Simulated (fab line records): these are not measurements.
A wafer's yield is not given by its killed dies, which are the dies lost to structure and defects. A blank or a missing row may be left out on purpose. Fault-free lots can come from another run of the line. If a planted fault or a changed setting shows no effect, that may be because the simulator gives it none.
fab line records | flow n5-finfet | part 2 of 2: steps 5 to 6 of 6
[record] lots = 24 | wafers = 72 | last-day = 18
route steps=1938 shown ZERO_LAYER@13 WELL_APT@31 FIN_SAQP@99
lots that met no fault: from a run of the same line without faults
start-h: start of the lot's first displayed wafer, in hours after the record's first day | wait-h: time in hours since the lot's previous step | " the same as in the row above | L1.1+2: one row covering several wafers at once | - no value, or no start was given | * or withheld: withheld | < > ~ a bound
route shown NAME@n: names a module that has steps shown in the file, with the first one's number in the route | usual: the fault-free wafers' mean and standard deviation | same: alike in all rows | chamber/n: place in a boat | sites: readings site by site | _std_site: the standard deviation of these | _edge_site: the outer-site mean with the inner-site mean subtracted | radius-mm: how far each site lies from the wafer's centre | mask NAME#n: copy n | behind: the last tool/chamber to shape the wafer | hold: why the lot went on hold/how many hours it stayed there/how the hold came to an end | device: the transistor (n, p or np) that didn't switch | end of line: tests run on the same wafers once the route is complete | where a step has no rows: the recipe by itself | killed: at the first sort, the dies lost to defects and structure; wafer yield is something else | map: the dies of a wafer, with x for killed, . for not killed, _ for no die there
set.NAME: setting as actually run; set.NAME@STEP: the setting as run at that earlier step | model.NAME: the simulator's own value behind a step, which no gauge read
steps of the route over a sample of lots; a table a step, a row a wafer
services: when a tool's chamber went out of use (start-h, in hours from the record's first day, below 0 if earlier), for how many hours, and the reason
[[steps]]
[step N5_FIN_SAQP_PECVD_48]
[recipe] material = SiNx | target-thk-a = 250 | temp-c = 400 | precursor = SiH4/NH3/N2 | pressure-torr = 1.5 | rf-w = 300 | time-s = 22.1
[usual] heater-power-w = 726/92 | showerhead-plenum-p-Torr = 5.09/0.06 | throttle-valve-pct = 40.3/2
lot.wafer | tool     | chamber | start-h | wait-h | heater-power-w | showerhead-plenum-p-Torr | throttle-valve-pct
L074.2    | pecvd-04 | 0       | 23.22   | 0.0    | 631            | 5.05                     | 39.7
L074.3    | "        | 1       | "       | "      | 743            | 5.19                     | 40.5
L074.4    | "        | 0       | "       | "      | 660            | 5.07                     | 39.6
L075.1    | pecvd-02 | 0       | 26.99   | 0.0    | 791            | 5.17                     | 38.4
L075.3    | "        | 1       | "       | "      | 828            | 4.97                     | 43.8
L075.5    | "        | 0       | "       | "      | 790            | 5.17                     | 38.4
L076.1    | pecvd-04 | 1       | 33.73   | 0.0    | 848            | 5.19                     | 40.1
L076.2    | "        | 0       | "       | "      | 735            | 5.06                     | 39.3
L076.5    | "        | 0       | "       | "      | 742            | 5.07                     | 39.6
L077.1    | pecvd-02 | 2       | 38.57   | 0.0    | 719            | 5.02                     | 38.3
L077.2    | "        | 0       | "       | "      | 751            | 5.16                     | 38.5
L077.3    | "        | 1       | "       | "      | 918            | 4.96                     | 43.8
L078.3    | pecvd-01 | 2       | 45.26   | 0.0    | 635            | 5.06                     | 38.7
L078.5    | "        | 0       | "       | "      | 752            | 5.12                     | 43.1
L078.6    | "        | 2       | "       | "      | 622            | 5.07                     | 38.7
L079.1    | pecvd-04 | 1       | 51.24   | 0.0    | 751            | 5.19                     | 39.9
L079.4    | "        | 2       | "       | "      | 971            | 5.12                     | 38.3
L079.6    | "        | 0       | "       | "      | 719            | 5.06                     | 39.8
L080.2    | pecvd-01 | 0       | 57.89   | 0.0    | 740            | 5.12                     | 43.2
L080.4    | "        | 2       | "       | "      | 694            | 5.07                     | 39.1
L080.5    | "        | 1       | "       | "      | 563            | 5.10                     | 39.7
L081.1    | pecvd-02 | 0       | 64.08   | 0.0    | 790            | 5.17                     | 38.6
L081.2    | "        | 2       | "       | "      | 721            | 5.02                     | 38.3
L081.3    | "        | 1       | "       | "      | 843            | 4.98                     | 43.3
L082.1    | pecvd-01 | 1       | 69.84   | 0.0    | 649            | 5.10                     | 39.8
L082.3    | "        | 0       | "       | "      | 730            | 5.12                     | 43.4
L082.6    | "        | 0       | "       | "      | 754            | 5.13                     | 43.2
L083.2    | pecvd-01 | 2       | 75.27   | 0.0    | 656            | 5.08                     | 38.8
L083.5    | "        | 2       | "       | "      | 659            | 5.07                     | 39.0
L083.6    | "        | 0       | "       | "      | 732            | 5.13                     | 43.2
L084.3    | pecvd-02 | 2       | 83.00   | 0.0    | 648            | 5.04                     | 38.2
L084.5    | "        | 1       | "       | "      | 906            | 4.98                     | 43.7
L084.6    | "        | 2       | "       | "      | 663            | 5.03                     | 38.5
L085.1    | pecvd-01 | 2       | 86.84   | 0.0    | 695            | 5.09                     | 39.1
L085.2    | "        | 1       | "       | "      | 632            | 5.09                     | 39.6
L085.5    | "        | 0       | "       | "      | 695            | 5.12                     | 42.8
L086.1    | pecvd-01 | 1       | 93.65   | 0.0    | 538            | 5.09                     | 40.1
L086.3    | "        | 0       | "       | "      | 713            | 5.12                     | 43.3
L086.4    | "        | 1       | "       | "      | 529            | 5.08                     | 39.5
L087.2    | pecvd-01 | 0       | 99.51   | 0.0    | 707            | 5.13                     | 43.4
L087.3    | "        | 2       | "       | "      | 732            | 5.09                     | 38.9
L087.4    | "        | 1       | "       | "      | 588            | 5.08                     | 39.7
L088.2    | pecvd-01 | 1       | 104.72  | 0.0    | 610            | 5.10                     | 39.7
L088.5    | "        | 0       | "       | "      | 738            | 5.14                     | 43.1
L088.6    | "        | 1       | "       | "      | 618            | 5.08                     | 40.2
L089.2    | pecvd-02 | 0       | 111.90  | 0.0    | 784            | 5.17                     | 38.5
L089.3    | "        | 1       | "       | "      | 801            | 4.97                     | 43.8
L089.6    | "        | 0       | "       | "      | 794            | 5.17                     | 38.4
L090.1    | pecvd-01 | 2       | 117.54  | 0.0    | 690            | 5.08                     | 39.1
L090.2    | "        | 1       | "       | "      | 638            | 5.10                     | 39.8
L090.3    | "        | 0       | "       | "      | 704            | 5.13                     | 43.1
L091.2    | pecvd-01 | 1       | 123.08  | 0.0    | 630            | 5.10                     | 39.6
L091.4    | "        | 0       | "       | "      | 740            | 5.13                     | 43.1
L091.5    | "        | 1       | "       | "      | 621            | 5.10                     | 39.6
L092.1    | pecvd-02 | 1       | 129.49  | 0.0    | 790            | 4.97                     | 43.8
L092.4    | "        | 0       | "       | "      | 790            | 5.18                     | 38.5
L092.6    | "        | 1       | "       | "      | 804            | 4.98                     | 43.9
L093.1    | pecvd-01 | 1       | 135.81  | 0.0    | 634            | 5.08                     | 40.0
L093.3    | "        | 2       | "       | "      | 668            | 5.08                     | 39.2
L093.5    | "        | 0       | "       | "      | 732            | 5.12                     | 43.3
L094.1    | pecvd-02 | 1       | 142.43  | 0.0    | 930            | 4.97                     | 43.5
L094.2    | "        | 2       | "       | "      | 660            | 5.04                     | 38.6
L094.5    | "        | 0       | "       | "      | 784            | 5.18                     | 38.6
L095.2    | pecvd-04 | 2       | 148.19  | 0.0    | 833            | 5.12                     | 38.3
L095.3    | "        | 1       | "       | "      | 832            | 5.18                     | 40.0
L095.5    | "        | 0       | "       | "      | 731            | 5.06                     | 39.9
L096.2    | pecvd-01 | 1       | 154.07  | 0.0    | 587            | 5.09                     | 39.8
L096.4    | "        | 0       | "       | "      | 635            | 5.14                     | 43.2
L096.6    | "        | 2       | "       | "      | 617            | 5.10                     | 39.2
L097.2    | pecvd-02 | 2       | 158.82  | 0.0    | 712            | 5.02                     | 38.7
L097.3    | "        | 0       | "       | "      | 718            | 5.16                     | 38.6
L097.6    | "        | 1       | "       | "      | 909            | 4.98                     | 43.5
[step N5_FIN_SAQP_ETCH_67]
[recipe] chemistry = CH3F/O2 | target = SiNx | target-depth-a = 300 | mask-material = SOC | pressure-mtorr = 30 | source-w = 395 | bias-w = 73 | Ar_flow_sccm = 150 | CH3F_flow_sccm = 30 | O2_flow_sccm = 20 | ion-energy-ev = 120
[usual] O2_flow_sccm = 20.00/0.065 | drypump-motor-current-A = 5.6/0.65 | oes_o_777_au = 0.83/0.1 | oes-product-au = 0.83/0.11 | rf-vpp-V = 296/5.9 | showerhead-plenum-p-Torr = 1.97/0.063 | throttle-valve-pct = 16.35/0.25
lot.wafer | tool        | chamber | start-h | wait-h | O2_flow_sccm | drypump-motor-current-A | oes_o_777_au | oes-product-au | rf-hours-counter-h | rf-vpp-V | showerhead-plenum-p-Torr | throttle-valve-pct
L074.2    | rie-diel-04 | 2       | 26.72   | 0.0    | 20.13        | 5.8                     | 0.76         | 0.73           | 169                | 291      | 2.00                     | 16.51
L074.3    | "           | 0       | "       | "      | 19.90        | 5.5                     | 0.79         | 0.79           | 86                 | 295      | 1.93                     | 16.23
L074.4    | "           | 0       | "       | "      | 20.01        | 5.5                     | 0.78         | 0.80           | -                  | 295      | 1.93                     | 16.22
L075.1    | rie-diel-04 | 3       | 30.75   | 0.0    | 20.04        | 5.7                     | 0.97         | 0.98           | 8                  | 292      | 1.98                     | 16.44
L075.3    | "           | 0       | "       | "      | 19.94        | 5.5                     | 0.78         | 0.80           | 87                 | 294      | 1.93                     | 16.24
L075.5    | "           | 3       | "       | "      | 20.05        | 5.7                     | 0.96         | 0.97           | -                  | 294      | 1.98                     | 16.45
L076.1    | rie-diel-03 | 3       | 37.37   | 0.0    | 19.98        | 6.5                     | 0.68         | 0.69           | 229                | 301      | 1.91                     | 16.56
L076.2    | "           | 0       | "       | "      | 19.99        | 5.0                     | 0.68         | 0.67           | 243                | 294      | 2.06                     | 16.92
L076.5    | "           | 3       | "       | "      | 19.90        | 6.5                     | 0.68         | 0.69           | -                  | 301      | 1.90                     | 16.57
L077.1    | rie-diel-06 | 3       | 42.14   | 0.0    | 20.20        | 6.7                     | 0.71         | 0.70           | 221                | 294      | 1.97                     | 16.61
L077.2    | "           | 1       | "       | "      | 20.18        | 4.8                     | 0.84         | 0.88           | 47                 | 300      | 1.95                     | 16.26
L077.3    | "           | 0       | "       | "      | 20.03        | 5.1                     | 0.91         | 0.92           | 13                 | 299      | 1.97                     | 16.24
L078.3    | rie-diel-04 | 0       | 49.72   | 0.0    | 19.96        | 5.5                     | 0.77         | 0.78           | 96                 | 294      | 1.93                     | 16.26
L078.5    | "           | 2       | "       | "      | 20.09        | 5.8                     | 0.76         | 0.72           | -                  | 292      | 1.99                     | 16.53
L078.6    | "           | 3       | "       | "      | 19.98        | 5.6                     | 0.94         | 0.93           | -                  | 294      | 1.98                     | 16.46
L079.1    | rie-diel-03 | 1       | 56.69   | 0.0    | 20.06        | 6.5                     | 0.72         | 0.72           | 180                | 286      | 1.92                     | 16.58
L079.4    | "           | 1       | "       | "      | 20.03        | 6.5                     | 0.72         | 0.71           | -                  | 288      | 1.92                     | 16.60
L079.6    | "           | 2       | "       | "      | 19.97        | 4.8                     | 0.70         | 0.69           | -                  | 305      | 1.96                     | 16.28
L080.2    | rie-diel-04 | 0       | 62.07   | 0.0    | 20.02        | 5.5                     | 0.77         | 0.78           | 101                | 295      | 1.93                     | 16.27
L080.4    | "           | 1       | "       | "      | 19.94        | 6.1                     | 0.98         | 0.94           | 10                 | 292      | 1.95                     | 16.00
L080.5    | "           | 0       | "       | "      | 20.02        | 5.5                     | 0.77         | 0.78           | -                  | 295      | 1.93                     | 16.26
L081.1    | rie-diel-06 | 2       | 67.65   | 0.0    | 20.06        | 5.3                     | 0.73         | 0.74           | 183                | 291      | 1.91                     | 16.55
L081.2    | "           | 0       | "       | "      | 20.09        | 5.2                     | 0.89         | 0.90           | 21                 | 300      | 1.97                     | 16.28
L081.3    | "           | 3       | "       | "      | 20.02        | 6.7                     | 0.72         | 0.70           | 230                | 293      | 1.96                     | 16.64
L082.1    | rie-diel-04 | 0       | 73.73   | 0.0    | 19.96        | 5.5                     | 0.76         | 0.77           | 106                | 295      | 1.92                     | 16.26
L082.3    | "           | 3       | "       | "      | 20.00        | 5.6                     | 0.93         | 0.92           | 25                 | 294      | 1.97                     | 16.48
L082.6    | "           | 0       | "       | "      | 20.09        | 5.5                     | 0.76         | 0.77           | -                  | 294      | 1.93                     | 16.27
L083.2    | rie-diel-06 | 0       | 79.54   | 0.0    | 19.94        | 5.2                     | 0.89         | 0.90           | 24                 | 300      | 1.97                     | 16.29
L083.5    | "           | 0       | "       | "      | 19.97        | 5.2                     | 0.89         | 0.91           | -                  | 300      | 1.97                     | 16.27
L083.6    | "           | 1       | "       | "      | 19.95        | 4.8                     | 0.83         | 0.87           | -                  | 301      | 1.94                     | 16.28
L084.3    | rie-diel-06 | 1       | 87.30   | 0.0    | 19.92        | 4.8                     | 0.82         | 0.87           | 61                 | 301      | 1.94                     | 16.29
L084.5    | "           | 0       | "       | "      | 20.00        | 5.1                     | 0.89         | 0.89           | -                  | 300      | 1.97                     | 16.28
L084.6    | "           | 1       | "       | "      | 19.95        | 4.8                     | 0.83         | 0.87           | -                  | 300      | 1.94                     | 16.29
L085.1    | rie-diel-03 | 3       | 91.26   | 0.0    | 20.20        | 6.5                     | 0.67         | 0.67           | 252                | 301      | 1.90                     | 16.59
L085.2    | "           | 0       | "       | "      | 19.97        | 5.0                     | 0.95         | 0.95           | 6                  | 295      | 2.06                     | 16.42
L085.5    | "           | 1       | "       | "      | 20.07        | 6.5                     | 0.71         | 0.70           | -                  | 287      | 1.91                     | 16.62
L086.1    | rie-diel-06 | 1       | 98.76   | 0.0    | 19.96        | 4.9                     | 0.82         | 0.86           | 64                 | 300      | 1.94                     | 16.28
L086.3    | "           | 3       | "       | "      | 19.99        | 6.7                     | 0.71         | 0.69           | 238                | 293      | 1.96                     | 16.65
L086.4    | "           | 0       | "       | "      | 20.01        | 5.2                     | 0.88         | 0.90           | 31                 | 299      | 1.97                     | 16.27
L087.2    | rie-diel-03 | 1       | 104.25  | 0.0    | 20.05        | 6.5                     | 0.70         | 0.70           | 200                | 286      | 1.91                     | 16.63
L087.3    | "           | 0       | "       | "      | 19.87        | 5.0                     | 0.94         | 0.94           | 11                 | 294      | 2.06                     | 16.43
L087.4    | "           | 0       | "       | "      | 19.86        | 5.0                     | 0.93         | 0.95           | -                  | 295      | 2.06                     | 16.45
L088.2    | rie-diel-04 | 3       | 109.20  | 0.0    | 19.96        | 5.7                     | 0.90         | 0.90           | 39                 | 293      | 1.97                     | 16.50
L088.5    | "           | 0       | "       | "      | 20.05        | 5.5                     | 0.75         | 0.76           | -                  | 294      | 1.92                     | 16.30
L088.6    | "           | 1       | "       | "      | 19.84        | 6.1                     | 0.92         | 0.91           | -                  | 292      | 1.95                     | 16.03
L089.2    | rie-diel-03 | 0       | 117.10  | 0.0    | 20.05        | 5.0                     | 0.93         | 0.93           | 17                 | 296      | 2.06                     | 16.44
L089.3    | "           | 1       | "       | "      | 19.92        | 6.6                     | 0.70         | 0.70           | 206                | 287      | 1.91                     | 16.64
L089.6    | "           | 0       | "       | "      | 19.99        | 5.0                     | 0.92         | 0.93           | -                  | 294      | 2.06                     | 16.44
L090.1    | rie-diel-03 | 2       | 121.28  | 0.0    | 20.02        | 4.8                     | 0.96         | 0.96           | 10                 | 304      | 1.95                     | 15.82
L090.2    | "           | 1       | "       | "      | 19.96        | 6.6                     | 0.70         | 0.69           | 208                | 286      | 1.91                     | 16.65
L090.3    | "           | 0       | "       | "      | 19.97        | 5.0                     | 0.92         | 0.93           | 19                 | 294      | 2.05                     | 16.45
L091.2    | rie-diel-03 | 2       | 127.17  | 0.0    | 20.03        | 4.8                     | 0.96         | 0.95           | 11                 | 305      | 1.95                     | 15.81
L091.4    | "           | 3       | "       | "      | 20.05        | 6.5                     | 0.92         | 0.99           | 2                  | 306      | 2.15                     | 16.11
L091.5    | "           | 0       | "       | "      | 20.05        | 5.0                     | 0.92         | 0.92           | -                  | 295      | 2.05                     | 16.44
L092.1    | rie-diel-03 | 2       | 133.78  | 0.0    | 19.94        | 4.8                     | 0.95         | 0.94           | 14                 | 305      | 1.95                     | 15.82
L092.4    | "           | 1       | "       | "      | 20.03        | 6.6                     | 0.69         | 0.69           | 212                | 287      | 1.91                     | 16.65
L092.6    | "           | 3       | "       | "      | 19.95        | 6.5                     | 0.92         | 0.98           | -                  | 307      | 2.15                     | 16.08
L093.1    | rie-diel-04 | 2       | 140.12  | 0.0    | 19.98        | 5.9                     | 0.73         | 0.70           | 212                | 291      | 1.98                     | 16.61
L093.3    | "           | 1       | "       | "      | 19.97        | 6.1                     | 0.93         | 0.90           | 36                 | 291      | 1.95                     | 16.04
L093.5    | "           | 3       | "       | "      | 19.91        | 5.6                     | 0.87         | 0.89           | -                  | 293      | 1.97                     | 16.53
L094.1    | rie-diel-03 | 2       | 146.05  | 0.0    | 20.10        | 4.8                     | 0.93         | 0.93           | 19                 | 304      | 1.95                     | 15.82
L094.2    | "           | 1       | "       | "      | 19.99        | 6.6                     | 0.69         | 0.69           | 216                | 286      | 1.90                     | 16.66
L094.5    | "           | 3       | "       | "      | 19.97        | 6.5                     | 0.90         | 0.95           | -                  | 306      | 2.15                     | 16.10
L095.2    | rie-diel-03 | 0       | 152.32  | 0.0    | 20.01        | 5.0                     | 0.89         | 0.89           | 29                 | 295      | 2.05                     | 16.46
L095.3    | "           | 2       | "       | "      | 19.97        | 4.8                     | 0.92         | 0.93           | 21                 | 304      | 1.95                     | 15.85
L095.5    | "           | 0       | "       | "      | 20.08        | 5.0                     | 0.90         | 0.89           | -                  | 293      | 2.05                     | 16.47
L096.2    | rie-diel-04 | 1       | 157.69  | 0.0    | 20.05        | 6.1                     | 0.91         | 0.88           | 43                 | 291      | 1.94                     | 16.05
L096.4    | "           | 3       | "       | "      | 20.02        | 5.6                     | 0.87         | 0.87           | 57                 | 294      | 1.96                     | 16.53
L096.6    | "           | 0       | "       | "      | 20.03        | 5.5                     | 0.74         | 0.75           | -                  | 295      | 1.92                     | 16.30
L097.2    | rie-diel-03 | 1       | 163.68  | 0.0    | 19.95        | 6.5                     | 0.69         | 0.68           | 223                | 287      | 1.90                     | 16.67
L097.3    | "           | 3       | "       | "      | 20.15        | 6.5                     | 0.89         | 0.93           | 15                 | 305      | 2.14                     | 16.11
L097.6    | "           | 3       | "       | "      | 20.07        | 6.5                     | 0.89         | 0.95           | -                  | 308      | 2.14                     | 16.13
[[services]]
tool        | chamber | start-h | hours | kind
pecvd-01    | -       | 3.04    | 0.9   | repair
rie-diel-03 | 0       | 11.54   | 4.0   | repair
rie-diel-01 | 3       | 11.86   | 17.0  | repair
rie-diel-04 | 2       | 31.94   | 2.5   | repair
pecvd-02    | -       | 44.26   | 14.6  | pm
pecvd-01    | -       | 50.57   | 2.8   | pm
rie-diel-03 | 0       | 54.03   | -     | clean
rie-diel-03 | 0       | 54.03   | -     | consumable-replace:focus-ring
rie-diel-03 | 0       | 54.03   | 24.2  | scheduled-down
rie-diel-03 | 0       | 54.03   | 24.2  | vent-cycle
rie-diel-01 | 3       | 76.84   | 10.0  | repair
rie-diel-03 | 2       | 78.36   | -     | clean
rie-diel-03 | 2       | 78.36   | -     | consumable-replace:focus-ring
rie-diel-03 | 2       | 78.36   | 23.1  | scheduled-down
rie-diel-06 | 3       | 81.71   | 6.0   | repair
rie-diel-05 | 1       | 91.99   | 2.6   | repair
rie-diel-02 | 1       | 92.88   | 3.0   | repair
rie-diel-03 | -       | 97.60   | 2.8   | pm
pecvd-02    | -       | 104.26  | 1.2   | repair
rie-diel-02 | 1       | 113.71  | 14.4  | repair
pecvd-01    | -       | 114.27  | 1.3   | repair
rie-diel-04 | 1       | 120.81  | 9.9   | repair
rie-diel-04 | 0       | 148.13  | 8.1   | repair
rie-diel-02 | 1       | 163.00  | 10.2  | repair
